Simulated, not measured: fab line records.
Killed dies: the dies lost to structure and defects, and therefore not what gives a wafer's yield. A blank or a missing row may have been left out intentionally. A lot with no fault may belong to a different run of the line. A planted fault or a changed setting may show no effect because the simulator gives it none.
Matching of chambers + flow nand harc + cmp-04 running NHARC_A_M0_CMP_23: 4 sister chambers
The step polishes, t overpolish 20 s, target thk 113.75 nm. 14 wafers are shown with their chamber, then 7 later ones without.

== EACH WAFER AND ITS CHAMBER ==
| wafer  | chamber | motor current A (A) | time to endpoint s (s) | edge zone pressure frac |
|--------|---------|---------------------|------------------------|-------------------------|
| L079.3 | 0       | 9.6                 | 28.5                   | 1.004                   |
| L079.4 | 3       | 10.6                | 30.0                   | 0.999                   |
| L079.5 | 1       | 12.5                | 25.5                   | 0.996                   |
| L080.3 | 0       | 9.9                 | 29.9                   | 1.005                   |
| L080.5 | 2       | 13.4                | 28.7                   | 0.999                   |
| L080.6 | 1       | 13.1                | 27.7                   | 1.001                   |
| L083.1 | 0       | 9.6                 | 27.7                   | 0.999                   |
| L083.5 | 0       | 10.0                | 29.0                   | 0.992                   |
| L083.6 | 1       | 13.9                | 27.7                   | 1.006                   |
| L085.1 | 0       | 10.2                | 30.1                   | 1.002                   |
| L085.3 | 3       | 10.6                | 30.6                   | 0.995                   |
| L085.5 | 2       | 13.0                | 27.2                   | 1.010                   |
| L088.1 | 3       | 10.2                | 33.3                   | 1.003                   |
| L088.4 | 1       | 13.8                | 30.0                   | 1.003                   |

SIGNATURES (averages over the wafers above)
| reading                 | chamber 0 | chamber 1 | chamber 2 | chamber 3 | scatter within a chamber |
|-------------------------|-----------|-----------|-----------|-----------|--------------------------|
| motor current A         | 9.860     | 13.325    | 13.200    | 10.467    | 0.418                    |
| time to endpoint s      | 29.040    | 27.725    | 27.950    | 31.300    | 1.46                     |
| edge zone pressure frac | 1.00040   | 1.00150   | 1.00450   | 0.99900   | 0.00505                  |
Rule: a wafer lies at a distance from a chamber equal to the root of the sum of squares, over the readings, of (its reading less the chamber's mean, divided by the reading's scatter). If the next closest chamber is less than 2 further off than the closest, the wafer can't be placed; otherwise it belongs to the closest. The scatter: take each reading less its chamber's mean, square it, sum over the shown wafers, divide by the number of wafers less the number of chambers, and take the root.

== WAFERS WHOSE CHAMBER IS MISSING ==
| wafer  | motor current A (A) | time to endpoint s (s) | edge zone pressure frac |
|--------|---------------------|------------------------|-------------------------|
| L088.5 | 12.5                | 30.8                   | 0.995                   |
| L095.1 | 10.5                | 27.4                   | 1.005                   |
| L095.3 | 12.7                | 21.0                   | 0.995                   |
| L095.4 | 9.7                 | 24.5                   | 1.000                   |
| L093.2 | 12.1                | 27.0                   | 1.006                   |
| L093.4 | 13.4                | 27.3                   | 0.993                   |
| L093.6 | 10.5                | 26.3                   | 1.006                   |

== THE CHAMBER EACH PASSED THROUGH ==
| wafer  | from the rows above          | in truth |
|--------|------------------------------|----------|
| L088.5 | can't be placed: 1 or 2 or 3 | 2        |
| L095.1 | can't be placed: 0 or 3      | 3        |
| L095.3 | can't be placed: 1 or 2      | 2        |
| L095.4 | can't be placed: 0 or 3      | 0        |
| L093.2 | can't be placed: 2 or 1      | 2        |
| L093.4 | can't be placed: 1 or 2      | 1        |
| L093.6 | can't be placed: 0 or 3      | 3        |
Correct placement for 0 of the 7. Not placeable from these rows: 7 (in 7, the candidates include the true chamber). Placed wrongly: 0.
